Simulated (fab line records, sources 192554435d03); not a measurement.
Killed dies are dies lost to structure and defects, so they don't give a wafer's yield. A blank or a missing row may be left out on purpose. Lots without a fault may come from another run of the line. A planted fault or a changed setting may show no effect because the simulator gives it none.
Split-lot experiment | flow n5_finfet | 7 lots, 39 wafers read, on a route of 1938 steps

THE SPLIT
At N5_DUMMY_GATE_ETCH_37 (etches SOC in N2/H2, target depth 60 nm, overetch 30 nm), the setting source_w was moved away from the recipe's 840 W on 12 of the 39 wafers read, by -17.0% to +13.1%. The other wafers ran this setting at the recipe's value.

The reading is taken at the split's own step.

THE READING
rf_vpp_V, in V, at N5_DUMMY_GATE_ETCH_37 (etches SOC in N2/H2, target depth 60 nm, overetch 30 nm). Fault-free wafers of this fab line usually give 524.4 V, standard deviation 1.5 V.

wafer  | tool, chamber at the split | source_w as run, W | against the recipe | rf_vpp_V, V | against lot-mates on the recipe
L075.1 | rie_diel-01, 3             | 946.9              | +12.7%             | 506.1       | -18.1
L075.2 | rie_diel-01, 2             | 840                | recipe             | 522.5       | -
L075.3 | rie_diel-01, 0             | 946.9              | +12.7%             | 503.9       | -20.3
L075.4 | rie_diel-01, 3             | 840                | recipe             | 526.5       | -
L075.5 | rie_diel-01, 2             | 946.9              | +12.7%             | 502.1       | -22.1
L075.6 | rie_diel-01, 0             | 840                | recipe             | 523.7       | -
L078.1 | rie_diel-05, 1             | 840                | recipe             | 524.7       | -
L078.2 | rie_diel-05, 3             | 950                | +13.1%             | 502.8       | -21.7
L078.3 | rie_diel-05, 2             | 840                | recipe             | 524.7       | -
L078.4 | rie_diel-05, 0             | 950                | +13.1%             | 503.1       | -21.4
L078.5 | rie_diel-05, 3             | 840                | recipe             | 524.1       | -
L078.6 | rie_diel-05, 0             | 950                | +13.1%             | 501.1       | -23.4
L079.1 | rie_diel-03, 2             | 840                | recipe             | 525.7       | -
L079.2 | rie_diel-03, 1             | 840                | recipe             | 526.5       | -
L079.3 | rie_diel-03, 3             | 755.7              | -10.0%             | 544.8       | +18.5
L079.4 | rie_diel-03, 0             | 755.7              | -10.0%             | 540.2       | +13.9
L079.5 | rie_diel-03, 1             | 840                | recipe             | 526.8       | -
L079.6 | rie_diel-03, 2             | 755.7              | -10.0%             | 544.8       | +18.5
L084.1 | rie_diel-03, 1             | 840                | recipe             | 527.5       | -
L084.2 | rie_diel-03, 2             | 840                | recipe             | 523.3       | -
L084.3 | rie_diel-03, 3             | 840                | recipe             | 524.7       | -
L084.4 | rie_diel-03, 0             | 840                | recipe             | 521.3       | -
L084.5 | rie_diel-03, 2             | 840                | recipe             | 524.8       | -
L084.6 | rie_diel-03, 1             | 840                | recipe             | 526.5       | -
L092.1 | rie_diel-05, 2             | 697.2              | -17.0%             | 558.9       | +35.0
L092.2 | rie_diel-05, 0             | 840                | recipe             | 522.3       | -
L092.3 | rie_diel-05, 1             | 697.2              | -17.0%             | 558.2       | +34.3
L092.4 | rie_diel-05, 3             | 840                | recipe             | 525.3       | -
L092.5 | rie_diel-05, 0             | 840                | recipe             | 524.0       | -
L092.6 | rie_diel-05, 1             | 697.2              | -17.0%             | 556.9       | +33.0
L094.1 | rie_diel-03, 0             | 840                | recipe             | 521.1       | -
L094.2 | rie_diel-03, 1             | 840                | recipe             | 525.9       | -
L094.3 | rie_diel-03, 3             | 840                | recipe             | 525.8       | -
L094.4 | rie_diel-03, 2             | 840                | recipe             | 525.0       | -
L094.5 | rie_diel-03, 2             | 840                | recipe             | 525.0       | -
L094.6 | rie_diel-03, 3             | 840                | recipe             | 524.6       | -
L095.2 | rie_diel-05, 3             | 840                | recipe             | 523.6       | -
L095.3 | rie_diel-05, 1             | 840                | recipe             | 526.5       | -
L095.6 | rie_diel-05, 3             | 840                | recipe             | 523.8       | -

THE FIT
A straight line over all 39 wafers: rf_vpp_V changes by -1.81 V for each +1% of source_w; r = -0.99; the points scatter about the line by 1.9 V.
The same after taking each lot's own level away (the mean of its wafers on the recipe; 39 wafers): -1.79 V for each +1%; r = -0.99; scatter 2 V.
On that fit, the largest move of source_w shifts the reading by 30 V.
The lots' own levels span 523.87 to 526.33 V, that is 1.6 times the standard deviation above.
So the lot-to-lot level changes the slope little: the two slopes agree.
Check: with one of the wafers moved furthest among these (-17.0%) left out of the fit, the line predicts +30.2 V for it against its lot-mates. It came out at +35 V against them.
Tool readings at the split's step, against how far the setting was moved: rf_vpp_V r = -0.99.

THE WHOLE CHAIN: every reading that the file lists as answering this split, in the file's order
step                  | what it does                                            | reading                                                                             | change (the file's fit)               | r (the file's)
N5_DUMMY_GATE_ETCH_37 | etches SOC in N2/H2, target depth 60 nm, overetch 30 nm | rf_vpp_V                                                                            | -1.79 V for each +1% of the setting   | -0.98
N5_DUMMY_GATE_ETCH_37 | etches SOC in N2/H2, target depth 60 nm, overetch 30 nm | SiARC_of_DUMMY_GATE_COAT_35.thk_nm (the simulator's own value, which no gauge read) | -0.025 nm for each +1% of the setting | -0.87

THE FILE'S OWN FIT
rf_vpp_V changes by -1.79 V for each +1% of source_w, r = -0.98.
